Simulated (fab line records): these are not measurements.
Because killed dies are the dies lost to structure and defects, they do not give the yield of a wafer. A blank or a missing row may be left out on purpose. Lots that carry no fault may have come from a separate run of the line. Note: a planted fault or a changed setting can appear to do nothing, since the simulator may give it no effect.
Chamber matching	flow n5-finfet	4 sister chambers for N5_MOL_CONTACT_COAG_STRIP_96 on rie-diel-03
The step strips in N2/H2. 24 wafers are shown with their chamber, then 12 later ones without.

== WAFERS WITH THEIR CHAMBER ==
wafer	chamber	drypump-motor-current-A (A)	showerhead-plenum-p-Torr (Torr)	throttle-valve-pct (%)
L079.2	1	5.7	3.42	18.9
L079.3	0	5.9	3.49	18.6
L079.4	3	5.7	3.27	18.5
L080.2	2	5.0	3.37	18.7
L080.4	1	5.7	3.42	18.9
L080.6	3	5.7	3.27	18.5
L083.3	1	5.7	3.42	18.9
L083.4	0	5.9	3.49	18.6
L083.5	0	5.9	3.49	18.6
L084.2	3	5.7	3.26	18.5
L084.4	3	5.7	3.26	18.5
L084.6	2	5.0	3.37	18.8
L087.1	2	5.0	3.37	18.8
L087.5	1	5.7	3.41	18.9
L087.6	2	5.1	3.36	18.8
L088.1	2	5.0	3.36	18.8
L088.2	1	5.7	3.41	18.9
L088.3	0	5.9	3.48	18.7
L088.4	3	5.7	3.26	18.6
L088.5	1	5.7	3.41	18.9
L088.6	2	5.0	3.36	18.8
L089.1	3	5.7	3.26	18.6
L089.2	0	5.9	3.48	18.6
L089.3	2	5.0	3.36	18.8

SIGNATURES (averages over the wafers above)
reading	chamber 0	chamber 1	chamber 2	chamber 3	scatter within a chamber
drypump-motor-current-A	5.900	5.700	5.014	5.700	0.0207
showerhead-plenum-p-Torr	3.4860	3.4150	3.3643	3.2633	0.00536
throttle-valve-pct	18.620	18.900	18.786	18.533	0.0387
Rule: for each reading, subtract the chamber's mean from the wafer's reading, divide by that reading's scatter and square the result; add these up over the readings and take the root, which gives the wafer's distance from the chamber. If the next closest chamber is less than 2 further off than the closest, the wafer can't be placed; otherwise it belongs to the closest. The scatter: take each reading less its chamber's mean, square it, sum over the shown wafers, divide by the number of wafers less the number of chambers, and take the root.

== WAFERS MISSING THEIR CHAMBER ==
wafer	drypump-motor-current-A (A)	showerhead-plenum-p-Torr (Torr)	throttle-valve-pct (%)
L089.4	5.7	3.41	18.9
L089.5	5.9	3.48	18.6
L089.6	5.7	3.41	18.9
L090.2	5.7	3.26	18.6
L090.3	5.9	3.48	18.6
L090.6	5.7	3.26	18.6
L093.1	5.7	3.40	19.0
L093.2	5.7	3.25	18.6
L093.5	5.7	3.40	18.9
L095.1	5.7	3.25	18.6
L095.3	5.7	3.40	19.0
L095.4	5.0	3.35	18.8

== WHICH CHAMBER EACH WENT THROUGH ==
wafer	from the rows above	in truth
L089.4	1	1
L089.5	0	0
L089.6	1	1
L090.2	3	3
L090.3	0	0
L090.6	3	3
L093.1	1	1
L093.2	3	3
L093.5	1	1
L095.1	3	3
L095.3	1	1
L095.4	2	2
Correct placement for 12 of the 12. Not placeable from these rows: 0. 0 placed wrongly.
